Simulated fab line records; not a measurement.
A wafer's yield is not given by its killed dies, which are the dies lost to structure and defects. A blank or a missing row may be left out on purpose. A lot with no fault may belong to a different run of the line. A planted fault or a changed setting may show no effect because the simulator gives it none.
fab line records + flow n5Finfet + part 2 of 2: steps 28 to 35 of 35
record:
- lots: 5
- wafers: 15
- lastDay: 17
route steps=1938 shown BEOL_M1@824 BEOL_M2@841
lots that met no fault: taken from a fault-free run of the same line
startH: hours from the record's opening day to when the first of the lot's shown wafers began + waitH: hours elapsed since this lot's preceding step + " same as the row above + L1.1+2: one row covering several wafers at once + - either no value or no given start + * or withheld: withheld + < > ~ a bound
route shown NAME@n: names a module that has steps shown in the file, with the first one's number in the route + usual: mean and standard deviation over wafers with no fault + same: alike in all rows + chamber/n: place in a boat + sites: per-site readings + _std_site: the values' standard deviation + _edge_site: mean of outer sites minus mean of inner sites + radiusMm: for every site, how far away it sits from the centre of the wafer + mask NAME#n: copy n + behind: the most recent tool/chamber to have shaped the wafer + hold: cause of the lot's hold/its duration in hours/its outcome + device: transistor that didn't switch, given as n, p or np + end of line: the route-end tests of the same wafers + where a step has no rows: the recipe by itself + killed: not the wafer's yield, but the dies lost to structure and defects at the first sort + map: dies across one wafer; x = killed, . = not, _ = none there
set.NAME: the setting that was run; set.NAME@STEP: the one run at that earlier step + model.NAME: the simulator's own value behind a step, which no gauge read
a table for each step, a row for each wafer; lots at some steps of the route
services: from which hour (startH, from the record's first day; less than 0 if before it) a tool's chamber was out of use, for how many hours, and why
== steps ==
step: N5_BEOL_M2_EXPOSE_08
recipe:
- maskId: M2
- na: 0.33
- sourceShape: dipole
- sigmaInner: 0.369
- sigmaOuter: 0.767
- polarization: unpolarized
- doseMj: 41.25
| lot.wafer  | tool          | chamber | startH | waitH | mask |
|------------|---------------|---------|--------|-------|------|
| L077.1+2+5 | euvScanner-02 | 0       | 156.28 | -     | M2#0 |
| L084.2+3+4 | euvScanner-01 | 0       | 187.55 | -     | M2#0 |
| L087.1+4+6 | euvScanner-01 | 0       | 211.50 | -     | M2#0 |
| L090.1+4+6 | euvScanner-02 | 0       | 222.90 | -     | M2#0 |
| L094.2+3+6 | euvScanner-01 | 0       | 249.33 | -     | M2#0 |
step: N5_BEOL_M2_PEB_09
recipe:
- pebTempC: 100
- pebTimeS: 60
- resist: CAR-EUV
| lot.wafer  | tool          | chamber | startH | waitH |
|------------|---------------|---------|--------|-------|
| L077.1+2+5 | lithoTrack-05 | 0       | 156.35 | 0.1   |
| L084.2+3+4 | lithoTrack-05 | 0       | 187.61 | 0.1   |
| L087.1+4+6 | lithoTrack-05 | 0       | 211.57 | 0.1   |
| L090.1+4+6 | lithoTrack-05 | 0       | 222.96 | 0.1   |
| L094.2+3+6 | lithoTrack-02 | 0       | 249.39 | 0.1   |
step: N5_BEOL_M2_DEVELOP_10
recipe:
- developTimeS: 30
- developer: TMAH
- resist: CAR-EUV
- rinseLiquid: surfactantRinse
- dry: airSpin
- devTempC: 23
same:
- developTimeS: 30
| lot.wafer  | tool          | chamber | startH | waitH |
|------------|---------------|---------|--------|-------|
| L077.1+2+5 | lithoTrack-05 | 0       | -      | -     |
| L084.2+3+4 | lithoTrack-05 | 0       | -      | -     |
| L087.1+4+6 | lithoTrack-05 | 0       | -      | -     |
| L090.1+4+6 | lithoTrack-05 | 0       | -      | -     |
| L094.2+3+6 | lithoTrack-02 | 0       | -      | -     |
step: N5_BEOL_M2_CD_MEAS_11
recipe:
- targetCdNm: 16.79
- landingEnergyEv: 500
- detector: seInlens
- polarity: opening
usual:
- cdNm: 16.83/0.25
| lot.wafer | tool     | chamber | startH | waitH | cdNm  |
|-----------|----------|---------|--------|-------|-------|
| L077.1    | cdSem-03 | 0       | 156.41 | -     | 17.19 |
| L077.2    | "        | 0       | "      | "     | 16.89 |
| L077.5    | "        | 0       | "      | "     | 16.95 |
| L084.2    | cdSem-03 | 0       | 187.68 | -     | 16.74 |
| L084.3    | "        | 0       | "      | "     | 16.35 |
| L084.4    | "        | 0       | "      | "     | 16.39 |
| L087.1    | cdSem-03 | 0       | 211.64 | -     | 16.88 |
| L087.4    | "        | 0       | "      | "     | 16.83 |
| L087.6    | "        | 0       | "      | "     | 16.98 |
| L090.1    | cdSem-02 | 0       | 223.03 | -     | 17.20 |
| L090.4    | "        | 0       | "      | "     | 17.15 |
| L090.6    | "        | 0       | "      | "     | 16.96 |
| L094.2    | cdSem-03 | 0       | 249.45 | -     | 16.91 |
| L094.3    | "        | 0       | "      | "     | 16.79 |
| L094.6    | "        | 0       | "      | "     | 16.74 |
step: N5_BEOL_M2_OVL_MEAS_12
recipe:
- pointsPerWafer: 522
usual:
- M2_OVL: -0.2/0.59
| lot.wafer | tool       | chamber | startH | waitH | M2_OVL[nm] |
|-----------|------------|---------|--------|-------|------------|
| L077.1    | overlay-01 | 0       | 156.44 | 0.0   | -0.2       |
| L077.2    | "          | 0       | "      | "     | 0.4        |
| L077.5    | "          | 0       | "      | "     | 0.6        |
| L084.2    | overlay-01 | 0       | 187.71 | 0.0   | 1.2        |
| L084.3    | "          | 0       | "      | "     | 0.7        |
| L084.4    | "          | 0       | "      | "     | 0.4        |
| L087.1    | overlay-02 | 0       | 211.67 | 0.0   | 0.4        |
| L087.4    | "          | 0       | "      | "     | -0.1       |
| L087.6    | "          | 0       | "      | "     | -0.2       |
| L090.1    | overlay-02 | 0       | 223.06 | 0.0   | -0.4       |
| L090.4    | "          | 0       | "      | "     | 0.4        |
| L090.6    | "          | 0       | "      | "     | 1.3        |
| L094.2    | overlay-02 | 0       | 249.49 | 0.0   | -0.4       |
| L094.3    | "          | 0       | "      | "     | 0.3        |
| L094.6    | "          | 0       | "      | "     | 0.0        |
step: N5_BEOL_M2_INSPECT_13
recipe:
- mode: adi
- inspectInstrument: brightfield
usual:
- rawDefectCount: 414/100
| lot.wafer | tool             | chamber | startH | waitH | rawDefectCount |
|-----------|------------------|---------|--------|-------|----------------|
| L077.1    | defectInspect-02 | -       | 156.50 | 0.1   | 426            |
| L077.2    | "                | -       | "      | "     | 502            |
| L077.5    | "                | -       | "      | "     | 389            |
| L084.2    | defectInspect-01 | -       | 187.77 | 0.0   | 378            |
| L084.3    | "                | -       | "      | "     | 247            |
| L084.4    | "                | -       | "      | "     | 418            |
| L087.1    | defectInspect-01 | -       | 211.72 | 0.1   | 700            |
| L087.4    | "                | -       | "      | "     | 476            |
| L087.6    | "                | -       | "      | "     | 700            |
| L090.1    | defectInspect-01 | -       | 223.12 | 0.1   | 332            |
| L090.4    | "                | -       | "      | "     | 310            |
| L090.6    | "                | -       | "      | "     | 397            |
| L094.2    | defectInspect-01 | -       | 249.54 | 0.0   | 311            |
| L094.3    | "                | -       | "      | "     | 419            |
| L094.6    | "                | -       | "      | "     | 439            |
step: N5_BEOL_M2_DESCUM_16
recipe:
- chemistry: O2
- timeS: 7
- sourcePowerW: 50
- biasPowerW: 20
- pressureMtorr: 20
- rfFrequencyHz: 2.712e+07
- tempC: 40
- resist: CAR-EUV
- o2FlowSccm: 225
usual:
- biasPowerW: 19.99/0.06
- chamberPressureMTorr: 19.998/0.018
- drypumpMotorCurrentA: 5.5/0.38
- oesProductAu: 0.82/0.084
- rfVppV: 243.4/1.3
- showerheadPlenumPTorr: 2.11/0.07
- throttleValvePct: 20.40/0.3
| lot.wafer | tool       | chamber | startH | waitH | biasPowerW | chamberPressureMTorr | drypumpMotorCurrentA | oesProductAu | rfHoursCounterH | rfVppV | showerheadPlenumPTorr | throttleValvePct |
|-----------|------------|---------|--------|-------|------------|----------------------|----------------------|--------------|-----------------|--------|-----------------------|------------------|
| L077.1    | rieDiel-03 | 0       | 156.54 | 0.0   | 20.00      | 19.998               | 5.1                  | 0.89         | 30              | 243.1  | 2.06                  | 20.46            |
| L077.2    | "          | 2       | "      | "     | 20.10      | 20.012               | 5.6                  | 0.90         | 18              | 245.3  | 2.23                  | 19.98            |
| L077.5    | "          | 1       | "      | "     | 19.97      | 20.005               | 5.6                  | 0.69         | -               | 242.5  | 2.08                  | 20.53            |
| L084.2    | rieDiel-06 | 2       | 187.85 | 0.1   | 19.99      | 19.999               | 5.0                  | 0.81         | 94              | 243.5  | 2.02                  | 20.53            |
| L084.3    | "          | 0       | "      | "     | 19.88      | 20.005               | 5.5                  | 0.73         | 197             | 243.0  | 2.08                  | 20.26            |
| L084.4    | "          | 3       | "      | "     | 19.94      | 19.969               | 6.5                  | 0.70         | 211             | 244.7  | 2.15                  | 20.52            |
| L087.1    | rieDiel-04 | 0       | 211.76 | 0.0   | 19.98      | 20.017               | 5.4                  | 0.80         | 74              | 246.0  | 2.22                  | 20.80            |
| L087.4    | "          | 2       | "      | "     | 19.96      | 19.977               | 5.7                  | 0.84         | 58              | 243.6  | 2.12                  | 19.90            |
| L087.6    | "          | 0       | "      | "     | 20.00      | 19.959               | 5.4                  | 0.81         | -               | 245.0  | 2.22                  | 20.79            |
| L090.1    | rieDiel-06 | 1       | 223.15 | 0.0   | 20.01      | 19.997               | 5.3                  | 0.74         | 149             | 242.7  | 2.01                  | 20.75            |
| L090.4    | "          | 3       | "      | "     | 20.07      | 20.027               | 6.5                  | 0.69         | 222             | 242.5  | 2.15                  | 20.55            |
| L090.6    | "          | 1       | "      | "     | 19.99      | 19.983               | 5.3                  | 0.74         | -               | 243.2  | 2.01                  | 20.75            |
| L094.2    | rieDiel-04 | 0       | 249.57 | 0.0   | 19.99      | 19.984               | 5.4                  | 0.79         | 89              | 244.7  | 2.22                  | 20.83            |
| L094.3    | "          | 1       | "      | "     | 19.97      | 20.007               | 5.8                  | 0.90         | 28              | 242.9  | 2.14                  | 20.26            |
| L094.6    | "          | 0       | "      | "     | 20.02      | 19.990               | 5.4                  | 0.79         | -               | 245.9  | 2.22                  | 20.80            |
step: N5_BEOL_M2_ETCH_74
recipe:
- chemistry: N2/H2
- target: underlayer
- targetDepthA: 65
- maskMaterial: CAR-EUV
- timeS: 5.2
- ionEnergyEv: 200
- pressureMtorr: 30
- sourceW: 840
- biasW: 150
- n2FlowSccm: 200
- h2FlowSccm: 200
- ends: cleared
usual:
- chamberPressureMTorr: 30.00/0.036
- drypumpMotorCurrentA: 5.5/0.38
- etchRfOnTimeS: 5.19/0.095
- oesProductAu: 0.70/0.071
- rfVppV: 524.2/2.4
- showerheadPlenumPTorr: 2.56/0.085
- throttleValvePct: 17.8/0.32
| lot.wafer | tool       | chamber | startH | waitH | chamberPressureMTorr | drypumpMotorCurrentA | etchRfOnTimeS | oesProductAu | rfHoursCounterH | rfVppV | showerheadPlenumPTorr | throttleValvePct |
|-----------|------------|---------|--------|-------|----------------------|----------------------|---------------|--------------|-----------------|--------|-----------------------|------------------|
| L077.1    | rieDiel-03 | 0       | 156.57 | 0.0   | 30.00                | 5.1                  | 5.23          | 0.76         | 30              | 523.8  | 2.49                  | 17.8             |
| L077.2    | "          | 2       | "      | "     | 30.06                | 5.7                  | 5.22          | 0.76         | 18              | 527.1  | 2.71                  | 17.4             |
| L077.5    | "          | 1       | "      | "     | 30.02                | 5.5                  | 5.38          | 0.59         | -               | 521.3  | 2.51                  | 17.9             |
| L084.2    | rieDiel-06 | 2       | 187.88 | 0.0   | 30.02                | 5.0                  | 5.18          | 0.69         | 94              | 521.8  | 2.46                  | 18.0             |
| L084.3    | "          | 0       | "      | "     | 30.02                | 5.5                  | 5.30          | 0.61         | 197             | 524.7  | 2.53                  | 17.7             |
| L084.4    | "          | 3       | "      | "     | 29.95                | 6.5                  | 5.22          | 0.60         | 211             | 524.2  | 2.62                  | 18.2             |
| L087.1    | rieDiel-04 | 0       | 211.79 | 0.0   | 30.01                | 5.4                  | 5.14          | 0.68         | 74              | 528.6  | 2.69                  | 18.2             |
| L087.4    | "          | 2       | "      | "     | 29.92                | 5.7                  | 5.09          | 0.72         | 58              | 524.0  | 2.59                  | 17.4             |
| L087.6    | "          | 0       | "      | "     | 30.00                | 5.4                  | 5.16          | 0.70         | -               | 528.2  | 2.69                  | 18.1             |
| L090.1    | rieDiel-06 | 1       | 223.19 | 0.0   | 29.99                | 5.3                  | 5.12          | 0.64         | 149             | 522.3  | 2.45                  | 18.2             |
| L090.4    | "          | 3       | "      | "     | 30.03                | 6.5                  | 5.18          | 0.60         | 222             | 524.5  | 2.62                  | 18.2             |
| L090.6    | "          | 1       | "      | "     | 29.97                | 5.3                  | 5.16          | 0.63         | -               | 520.2  | 2.45                  | 18.2             |
| L094.2    | rieDiel-04 | 0       | 249.61 | 0.0   | 30.04                | 5.4                  | 5.15          | 0.68         | 89              | 528.3  | 2.69                  | 18.2             |
| L094.3    | "          | 1       | "      | "     | 29.99                | 5.7                  | 5.16          | 0.77         | 28              | 525.3  | 2.59                  | 17.7             |
| L094.6    | "          | 0       | "      | "     | 30.02                | 5.4                  | 5.11          | 0.68         | -               | 527.7  | 2.69                  | 18.2             |
== services ==
| tool          | chamber | startH | hours | kind                     |
|---------------|---------|--------|-------|--------------------------|
| pvdSputter-03 | -       | 134.61 | 4.0   | repair                   |
| pecvd-01      | 1       | 135.26 | 5.5   | scheduledDown            |
| cvdCo-01      | -       | 136.95 | 16.5  | repair                   |
| pecvd-02      | -       | 137.13 | 1.7   | repair                   |
| pecvd-01      | 0       | 146.31 | 2.1   | scheduledDown            |
| cmp-02        | -       | 150.80 | 4.0   | pm                       |
| euvScanner-01 | -       | 153.15 | 1.0   | pm                       |
| euvScanner-01 | -       | 162.59 | 5.8   | pm                       |
| lithoTrack-02 | -       | 165.16 | -     | consumableReplace:filter |
| euvScanner-02 | -       | 170.28 | 1.0   | pm                       |
| ecdCu-01      | -       | 176.73 | 4.8   | repair                   |
| euvScanner-02 | -       | 182.12 | 12.0  | pm                       |
| ecdCu-02      | -       | 194.84 | 1.7   | repair                   |
| pecvd-04      | -       | 200.20 | 0.3   | repair                   |
| cvdCo-01      | -       | 206.43 | 0.5   | repair                   |
| euvScanner-01 | -       | 209.30 | 1.0   | pm                       |
| ecdCu-01      | -       | 213.73 | 5.5   | pm                       |
| cmp-02        | -       | 215.18 | 2.3   | repair                   |
| rieDiel-06    | 3       | 226.21 | 11.0  | repair                   |
| euvScanner-02 | -       | 226.43 | 1.0   | pm                       |
| cmp-04        | -       | 232.23 | 4.0   | pm                       |
| pecvd-01      | 2       | 234.74 | 4.8   | repair                   |
| cmp-04        | -       | 243.54 | 1.9   | repair                   |
| ecdCu-02      | -       | 247.89 | 1.5   | repair                   |
